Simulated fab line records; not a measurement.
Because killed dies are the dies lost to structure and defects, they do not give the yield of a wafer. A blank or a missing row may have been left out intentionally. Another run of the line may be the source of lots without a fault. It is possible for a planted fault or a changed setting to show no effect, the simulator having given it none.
The tool behind it: which one?    flow n5 finfet    30 wafers from 10 lots sampled at 4 of the route's 1938 steps

WHAT EACH GAUGE READ, for each wafer
N5_BEOL_M13_CD_MEAS_17: target cd 190 nm. Usual: 189.8 nm for cd nm, sd 1.2.
lot   measured      on         cd nm (nm)         flag
L634  day 10 14:32  cd sem-02  191.6 193.1 191.6  
L636  day 11 01:39  cd sem-03  189.0 189.4 188.8  
L635  day 11 17:32  cd sem-02  189.3 189.6 190.0  
L645  day 14 14:03  cd sem-01  189.5 188.7 189.3  
L646  day 14 18:52  cd sem-03  188.9 189.7 189.9  
L649  day 14 18:58  cd sem-02  189.3 190.0 189.5  
L650  day 15 07:59  cd sem-03  190.9 190.6 191.5  
L653  day 15 16:51  cd sem-02  191.4 191.7 191.0  
L655  day 16 19:46  cd sem-03  190.5 188.5 189.3  
L657  day 17 11:20  cd sem-03  189.9 191.5 191.5  

N5_BEOL_M13_INSPECT_55: inspects for defects (darkfield). Usual: 81 for raw defect count, sd 29.
lot   measured      on                 raw defect count  flag
L634  day 10 19:19  defect inspect-01  55 41 37          
L636  day 11 09:55  defect inspect-02  77 103 85         
L635  day 11 22:50  defect inspect-01  130 81 73         
L645  day 14 17:55  defect inspect-02  93 78 89          
L646  day 14 22:56  defect inspect-02  118 67 130        
L649  day 15 01:26  defect inspect-02  84 68 77          
L650  day 15 12:34  defect inspect-01  74 61 53          
L653  day 15 21:37  defect inspect-01  132 100 111       
L655  day 17 00:14  defect inspect-01  117 54 59         
L657  day 17 15:55  defect inspect-01  34 55 37          

WHAT TOOL EACH LOT RAN ON (gives the tool, then ch and the chambers of the sampled wafers, and finally the start)
lot   N5_BEOL_M13_DESCUM_33               N5_BEOL_M13_CMP_49
L634  rie diel-03 ch 0,1,3, day 10 15:04  cmp-04 ch 0,1,2, day 10 18:52
L636  rie diel-05 ch 1,2, day 11 02:11    cmp-03 ch 1,2,3, day 11 09:33
L635  rie diel-03 ch 1,2, day 11 17:56    cmp-03 ch 0,1,3, day 11 22:27
L645  rie diel-06 ch 0,1,2, day 14 14:35  cmp-03 ch 0,1,3, day 14 17:28
L646  rie diel-03 ch 0,1, day 14 19:17    cmp-03 ch 1,2,3, day 14 22:36
L649  rie diel-06 ch 0,1,3, day 14 19:30  cmp-01 ch 0,1,3, day 15 01:01
L650  rie diel-03 ch 0,1,2, day 15 08:23  cmp-04 ch 1,2,3, day 15 12:07
L653  rie diel-06 ch 1,3, day 15 17:20    cmp-01 ch 0,2,3, day 15 21:12
L655  rie diel-05 ch 0,3, day 16 20:22    cmp-01 ch 1,3, day 16 23:49
L657  rie diel-03 ch 0,2, day 17 12:23    cmp-04 ch 0,2,3, day 17 15:29
- N5_BEOL_M13_DESCUM_33: chemistry O2, time 7.9 s.
- N5_BEOL_M13_CMP_49: polishes, stops on SiOC, t overpolish 17.1 s, target thk 420 nm.

WHAT THE TOOLS THEMSELVES READ (means of the sampled wafers that have a number; where no wafer has one, the mark that the record gives instead)
N5_BEOL_M13_DESCUM_33. Usual: drypump motor current A 5.5 A, standard deviation 0.39; oes product au 0.80 a.u., standard deviation 0.082; rf vpp V 243.1 V, standard deviation 1.2; showerhead plenum p Torr 2.09 Torr, standard deviation 0.055; throttle valve pct 20.41 %, standard deviation 0.19.
lot   tool         drypump motor current A (A)  oes product au (a.u.)  rf vpp V (V)  showerhead plenum p Torr (Torr)  throttle valve pct (%)  flag
L634  rie diel-03  5.6                          0.81                   242.5         2.08                             20.35                   
L636  rie diel-05  5.5                          0.81                   243.3         2.07                             20.54                   
L635  rie diel-03  5.3                          0.76                   244.1         2.12                             20.23                   
L645  rie diel-06  5.6                          0.77                   243.6         2.13                             20.52                   
L646  rie diel-03  5.5                          0.80                   243.0         2.08                             20.26                   
L649  rie diel-06  5.4                          0.82                   243.4         2.11                             20.48                   
L650  rie diel-03  5.7                          0.76                   243.6         2.09                             20.25                   
L653  rie diel-06  5.5                          0.86                   243.7         2.15                             20.35                   
L655  rie diel-05  5.1                          0.85                   243.6         2.06                             20.35                   
L657  rie diel-03  5.9                          0.71                   243.4         2.11                             20.24                   

N5_BEOL_M13_CMP_49. Usual: barrier field endpoint s 30.4 s, standard deviation 0.72; clearing platen down force psi 1.5001 psi, standard deviation 0.0028; edge zone pressure frac 1.000, standard deviation 0.0047; head pressure psi 1.0002 psi, standard deviation 0.0022; motor current A 6.1 A, standard deviation 0.58; overpolish run s 17.100 s, standard deviation 0.0093; platen rpm 50.00 rpm, standard deviation 0.031; slurry filter dp kPa 13.50 kPa, standard deviation 0.14.
lot   tool    barrier field endpoint s (s)  clearing platen down force psi (psi)  edge zone pressure frac  head pressure psi (psi)  motor current A (A)  overpolish run s (s)  platen rpm (rpm)  slurry filter dp kPa (kPa)  flag
L634  cmp-04  30.7                          1.4988                                1.000                    1.0013                   6.0                  17.097                49.99             13.57                       
L636  cmp-03  31.5                          1.5012                                0.995                    1.0003                   6.5                  17.094                49.97             13.41                       
L635  cmp-03  31.5                          1.4997                                0.998                    0.9989                   6.3                  17.103                50.00             13.56                       
L645  cmp-03  29.1                          1.4999                                0.997                    1.0545                   6.3                  17.098                49.99             13.50                       OFF
L646  cmp-03  29.2                          1.4996                                1.002                    1.0537                   6.4                  17.105                50.00             13.45                       OFF
L649  cmp-01  30.3                          1.5020                                1.003                    0.9998                   6.1                  17.092                50.00             13.57                       
L650  cmp-04  30.3                          1.4989                                1.001                    1.0010                   6.0                  17.095                50.00             13.49                       
L653  cmp-01  29.9                          1.5014                                0.999                    1.0018                   6.1                  17.101                49.99             13.48                       
L655  cmp-01  30.7                          1.5001                                1.001                    1.0018                   5.8                  17.099                50.01             13.50                       
L657  cmp-04  30.4                          1.4984                                0.998                    1.0015                   5.9                  17.100                50.02             13.46                       

THE ANSWER, worked out from the rows above alone
Rule: a lot counts as off when the mean over its wafers that have a number is more than 3 standard deviations away from the usual mean. A lot without any number at a reading at which 4 lots or more have one is off too. Any other lot the step has rows for is counted as sound. The gauges are gone through in route order, then the tools' own readings, and for those a lot's mean is taken as printed above. At the first step where some lot is off, the reading lying furthest off is the one used; lots without a number count as furthest.
Off: L645, L646, at N5_BEOL_M13_CMP_49 (head pressure psi).
If a tool, at that step or one of the process steps before it, ran each lot that is off and ran no sound lot following the first of them, it fits. One candidate fits, namely cmp-03 at N5_BEOL_M13_CMP_49. Its last sound lot is L635 (day 11 22:27), its first lot that is off L645 (day 14 17:28): a fault that began between those two fits.
The tool's own readings at N5_BEOL_M13_CMP_49 bear it out: on the lots that are off they differ by more than 5 times the standard deviation of the sound lots' means. head pressure psi reads 1.0541 psi there against 1.0008 psi on the sound lots.

WHAT WAS PUT IN BY THE SIMULATOR
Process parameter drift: cmp-03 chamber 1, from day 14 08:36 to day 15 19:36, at N5_BEOL_M13_CMP_49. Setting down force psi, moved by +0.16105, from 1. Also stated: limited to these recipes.
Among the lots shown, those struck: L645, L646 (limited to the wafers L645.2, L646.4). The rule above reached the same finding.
